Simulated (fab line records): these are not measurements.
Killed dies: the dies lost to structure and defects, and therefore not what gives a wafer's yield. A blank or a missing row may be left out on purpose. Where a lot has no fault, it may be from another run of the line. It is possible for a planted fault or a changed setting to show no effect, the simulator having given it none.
The tool behind it: which one? | flow n5_finfet | 27 wafers from 9 lots sampled at 7 of the route's 1938 steps

== WHAT THE GAUGES SHOWED, per wafer ==
N5_FIN_SAQP_INSPECT_40: inspects for defects (brightfield). Usual: raw_defect_count reads 222 (standard deviation 64).
lot  | measured    | on                | raw_defect_count | flag
L785 | day 2 03:23 | defect_inspect-02 | 260 178 262      |
L786 | day 2 10:48 | defect_inspect-02 | 165 348 284      |
L790 | day 3 08:25 | defect_inspect-01 | 205 247 141      |
L792 | day 3 21:26 | defect_inspect-02 | 348 279 352      |
L793 | day 4 02:54 | defect_inspect-02 | 157 113 137      |
L796 | day 4 20:37 | defect_inspect-01 | 260 258 216      |
L797 | day 5 06:56 | defect_inspect-01 | 215 240 246      |
L799 | day 5 13:53 | defect_inspect-02 | 177 1006 997     | OFF
L800 | day 5 20:23 | defect_inspect-02 | 252 254 1027     | OFF

N5_FIN_CUT_INSPECT_10: inspects for defects (brightfield). Usual: raw_defect_count reads 42 (standard deviation 11).
lot  | measured    | on                | raw_defect_count | flag
L785 | day 2 03:47 | defect_inspect-02 | 39 35 38         |
L786 | day 2 11:11 | defect_inspect-02 | 39 52 50         |
L790 | day 3 08:56 | defect_inspect-01 | 44 34 23         |
L792 | day 3 21:50 | defect_inspect-01 | 57 40 61         |
L793 | day 4 03:17 | defect_inspect-02 | 35 41 24         |
L796 | day 4 21:08 | defect_inspect-02 | 52 53 36         |
L797 | day 5 07:28 | defect_inspect-01 | 45 51 40         |
L799 | day 5 14:17 | defect_inspect-01 | 48 836 841       | OFF
L800 | day 5 20:46 | defect_inspect-01 | 53 63 843        | OFF

N5_BEOL_M4_RC_MEAS_101. Usual: DIBL_N 36.5 mV/V, standard deviation 1.2; DIBL_P 36.5 mV/V, standard deviation 1.6; IOFF_N 0.162 nA/um, standard deviation 0.023; IOFF_P 0.221 nA/um, standard deviation 0.03; ION_N 678 uA/um, standard deviation 8; ION_P 466 uA/um, standard deviation 6.3; SS_N 71.6 mV/dec, standard deviation 0.46; SS_P 73.3 mV/dec, standard deviation 0.57; VT_N 249.2 mV, standard deviation 2.6; VT_P -249 mV, standard deviation 3.3.
lot  | measured     | on        | DIBL_N (mV/V)  | DIBL_P (mV/V)  | IOFF_N (nA/um)    | IOFF_P (nA/um)    | ION_N (uA/um) | ION_P (uA/um) | SS_N (mV/dec)  | SS_P (mV/dec)  | VT_N (mV)         | VT_P (mV)      | flag
L785 | day 8 15:49  | prober-02 | 38.6 36.6 37.1 | 36.2 34.8 34.5 | 0.178 0.144 0.149 | 0.225 0.207 0.197 | 683 665 679   | 463 460 463   | 71.8 71.2 72.2 | 73.7 73.2 72.9 | 247.0 249.8 249.5 | -252 -250 -252 |
L786 | day 10 11:47 | prober-02 | 36.0 37.7 38.3 | 36.5 39.4 39.4 | 0.144 0.172 0.186 | 0.206 0.268 0.272 | 675 675 688   | 469 476 475   | 71.5 71.9 71.6 | 73.3 73.8 73.1 | 252.9 246.7 248.1 | -250 -247 -244 |
L790 | day 11 11:25 | prober-02 | 36.1 36.5 35.3 | 37.8 37.9 36.7 | 0.161 0.169 0.151 | 0.257 0.252 0.234 | 681 686 677   | 471 475 470   | 72.2 72.2 72.2 | 74.1 73.7 73.3 | 250.2 248.9 248.3 | -245 -245 -245 |
L792 | day 11 14:50 | prober-02 | 36.9 36.6 36.5 | 37.8 37.4 37.5 | 0.162 0.155 0.156 | 0.189 0.180 0.176 | 680 667 682   | 459 454 460   | 71.5 71.3 71.9 | 73.0 74.0 72.5 | 250.4 251.2 250.6 | -253 -254 -256 |
L793 | day 11 17:20 | prober-02 | 35.8 35.8 35.5 | 36.0 36.5 35.2 | 0.152 0.151 0.148 | 0.205 0.210 0.194 | 680 669 682   | 465 458 464   | 71.8 71.4 71.0 | 73.0 73.1 73.2 | 252.3 249.7 250.3 | -252 -250 -252 |
L796 | day 12 23:46 | prober-02 | 35.7 36.7 36.8 | 35.1 35.9 36.9 | 0.158 0.175 0.188 | 0.179 0.192 0.210 | 681 680 689   | 454 455 463   | 71.3 71.9 72.1 | 73.0 73.6 73.7 | 252.5 246.2 249.9 | -254 -254 -250 |
L797 | day 13 02:02 | prober-02 | 37.5 38.3 36.6 | 36.6 38.0 36.3 | 0.181 0.198 0.161 | 0.252 0.271 0.251 | 674 677 673   | 459 466 465   | 72.5 72.7 71.7 | 73.3 73.6 72.7 | 250.2 248.7 247.8 | -246 -245 -245 |
L799 | day 13 03:07 | prober-02 | 35.8 36.0 37.3 | 35.7 35.9 36.7 | 0.152 0.150 0.168 | 0.210 0.220 0.224 | 676 668 667   | 464 458 461   | 71.9 71.1 71.9 | 73.0 72.9 74.1 | 250.9 252.0 250.8 | -250 -249 -248 |
L800 | day 14 00:28 | prober-02 | 36.4 35.2 35.3 | 36.0 34.9 34.5 | 0.158 0.139 0.131 | 0.192 0.184 0.173 | 674 671 667   | 459 460 463   | 72.3 71.1 71.5 | 73.2 73.0 72.2 | 247.5 249.5 254.4 | -252 -252 -253 |

== EACH LOT AND THE TOOL THAT RAN IT (in order: tool; ch and the chambers of the sampled wafers; start) ==
lot  | N5_FIN_SAQP_RECESS_63             | N5_FIN_SAQP_HM_OPEN_33            | N5_FIN_SAQP_HM_CD_35   | N5_FIN_SAQP_ETCH_64
L785 | vapor_etch-01 ch 0,1, day 2 01:28 | rie_diel-06 ch 1,2,3, day 2 02:51 | cd_sem-01, day 2 03:04 | rie_si-04 ch 0,1,2, day 2 03:07
L786 | vapor_etch-01 ch 0,1, day 2 08:39 | rie_diel-01 ch 0,1,3, day 2 10:16 | cd_sem-01, day 2 10:29 | rie_si-01 ch 1,2,3, day 2 10:32
L790 | vapor_etch-01 ch 0,1, day 3 06:04 | rie_diel-06 ch 2,3, day 3 07:53   | cd_sem-02, day 3 08:06 | rie_si-02 ch 0,2,3, day 3 08:08
L792 | vapor_etch-02 ch 1, day 3 19:23   | rie_diel-06 ch 1,2,3, day 3 20:55 | cd_sem-03, day 3 21:07 | rie_si-02 ch 1,3, day 3 21:10
L793 | vapor_etch-02 ch 0,1, day 4 00:45 | rie_diel-04 ch 0,1,2, day 4 02:21 | cd_sem-03, day 4 02:34 | rie_si-01 ch 0,1,2, day 4 02:37
L796 | vapor_etch-01 ch 0,1, day 4 18:34 | rie_diel-06 ch 0,1,2, day 4 20:02 | cd_sem-01, day 4 20:16 | rie_si-01 ch 0,1,2, day 4 20:19
L797 | vapor_etch-02 ch 0,1, day 5 02:59 | rie_diel-06 ch 0,3, day 5 06:25   | cd_sem-02, day 5 06:37 | rie_si-01 ch 1,3, day 5 06:40
L799 | vapor_etch-02 ch 0,1, day 5 11:59 | rie_diel-01 ch 0,2,3, day 5 13:21 | cd_sem-02, day 5 13:34 | rie_si-04 ch 0,2, day 5 13:37
L800 | vapor_etch-02 ch 0,1, day 5 18:29 | rie_diel-01 ch 1,2, day 5 19:51   | cd_sem-01, day 5 20:04 | rie_si-04 ch 0,1, day 5 20:07
- N5_FIN_SAQP_RECESS_63: chemistry HF/NH3, target SiO2, target depth 18 nm, afs cycles 3, sublimation time 60 s.
- N5_FIN_SAQP_HM_OPEN_33: chemistry CH3F/O2, target SiNx, target depth 49.4 nm, time 70.6 s.
- N5_FIN_SAQP_HM_CD_35: target cd 8 nm.
- N5_FIN_SAQP_ETCH_64: etches SiO2 in CF4, target depth 1.5 nm.

== AS READ BY THE TOOLS THEMSELVES (means over the sampled wafers that have a number; for cases with no such wafer, the mark the record gives instead) ==
N5_FIN_SAQP_RECESS_63. Usual: drypump_motor_current_A reads 5.89 A (standard deviation 0.18).
lot  | tool          | drypump_motor_current_A (A) | flag
L785 | vapor_etch-01 | 6.08                        |
L786 | vapor_etch-01 | 6.09                        |
L790 | vapor_etch-01 | 6.04                        |
L792 | vapor_etch-02 | 5.96                        |
L793 | vapor_etch-02 | 5.87                        |
L796 | vapor_etch-01 | 5.97                        |
L797 | vapor_etch-02 | 5.76                        |
L799 | vapor_etch-02 | 5.86                        |
L800 | vapor_etch-02 | 5.77                        |

N5_FIN_SAQP_HM_OPEN_33. Usual: drypump_motor_current_A 5.8 A, standard deviation 0.41; etch_rf_on_time_s 68.9 s, standard deviation 1.1; oes_product_au 0.69 a.u., standard deviation 0.052; rf_vpp_V 298 V, standard deviation 4.1; showerhead_plenum_p_Torr 2.03 Torr, standard deviation 0.056; throttle_valve_pct 16.34 %, standard deviation 0.21.
lot  | tool        | drypump_motor_current_A (A) | etch_rf_on_time_s (s) | oes_product_au (a.u.) | rf_vpp_V (V) | showerhead_plenum_p_Torr (Torr) | throttle_valve_pct (%) | flag
L785 | rie_diel-06 | 5.5                         | 68.1                  | 0.72                  | 299          | 2.05                            | 16.19                  |
L786 | rie_diel-01 | 5.7                         | 68.6                  | 0.75                  | 300          | 2.06                            | 16.29                  |
L790 | rie_diel-06 | 5.6                         | 69.5                  | 0.67                  | 297          | 2.04                            | 16.21                  |
L792 | rie_diel-06 | 5.5                         | 67.9                  | 0.69                  | 301          | 2.05                            | 16.22                  |
L793 | rie_diel-04 | 5.7                         | 68.3                  | 0.66                  | 295          | 1.99                            | 16.43                  |
L796 | rie_diel-06 | 5.6                         | 70.2                  | 0.68                  | 299          | 2.04                            | 16.32                  |
L797 | rie_diel-06 | 5.9                         | 69.6                  | 0.65                  | 294          | 2.00                            | 16.41                  |
L799 | rie_diel-01 | 5.9                         | 68.1                  | 0.73                  | 299          | 2.03                            | 16.38                  |
L800 | rie_diel-01 | 5.9                         | 67.4                  | 0.74                  | 297          | 2.01                            | 16.31                  |

N5_FIN_SAQP_HM_CD_35. Usual: cd_nm reads 8.17 nm (standard deviation 0.23).
lot  | tool      | cd_nm (nm) | flag
L785 | cd_sem-01 | 8.25       |
L786 | cd_sem-01 | 8.13       |
L790 | cd_sem-02 | 8.04       |
L792 | cd_sem-03 | 7.95       |
L793 | cd_sem-03 | 8.16       |
L796 | cd_sem-01 | 8.27       |
L797 | cd_sem-02 | 8.23       |
L799 | cd_sem-02 | 8.16       |
L800 | cd_sem-01 | 8.29       |

N5_FIN_SAQP_ETCH_64. Usual: drypump_motor_current_A 6.0 A, standard deviation 0.54; oes_product_au 1.004 a.u., standard deviation 0.017; throttle_valve_pct 21.85 %, standard deviation 0.22.
lot  | tool      | drypump_motor_current_A (A) | oes_product_au (a.u.) | throttle_valve_pct (%) | flag
L785 | rie_si-04 | 6.2                         | 0.991                 | 21.60                  |
L786 | rie_si-01 | 6.3                         | 1.009                 | 21.95                  |
L790 | rie_si-02 | 5.4                         | 1.010                 | 21.85                  |
L792 | rie_si-02 | 5.9                         | 0.991                 | 21.92                  |
L793 | rie_si-01 | 6.0                         | 1.011                 | 22.04                  |
L796 | rie_si-01 | 6.0                         | 1.008                 | 22.03                  |
L797 | rie_si-01 | 6.7                         | 0.994                 | 21.94                  |
L799 | rie_si-04 | 6.1                         | 0.993                 | 21.49                  |
L800 | rie_si-04 | 5.9                         | 0.977                 | 21.58                  |

== THE ANSWER, worked out from the rows above alone ==
Rule: take the mean of a lot's wafers that have a number; if it is more than 3 standard deviations from the usual mean, the lot is off. A lot without any number at a reading at which 4 lots or more have one is off too. All remaining lots with rows at the step are treated as sound. First the gauges in route order, then the tools' own readings, where a lot's mean is used as printed above. The first step at which some lot is off is used, and at that step the reading that is off furthest; a lot without a number counts as furthest.
Off, at N5_FIN_SAQP_INSPECT_40 on raw_defect_count: L799, L800.
A tool fits if, at a process step before that reading, it ran every lot that is off, and no sound lot after the first of them. The gauges at N5_FIN_SAQP_INSPECT_40 aren't tried: what is off there is off at N5_FIN_CUT_INSPECT_10 too, on other tools, and a gauge's error can't cause that. Can't be told from this: 3 tools fit, vapor_etch-02 at N5_FIN_SAQP_RECESS_63, rie_diel-01 at N5_FIN_SAQP_HM_OPEN_33, rie_si-04 at N5_FIN_SAQP_ETCH_64.

== WHAT THE SIMULATOR HAD PUT IN ==
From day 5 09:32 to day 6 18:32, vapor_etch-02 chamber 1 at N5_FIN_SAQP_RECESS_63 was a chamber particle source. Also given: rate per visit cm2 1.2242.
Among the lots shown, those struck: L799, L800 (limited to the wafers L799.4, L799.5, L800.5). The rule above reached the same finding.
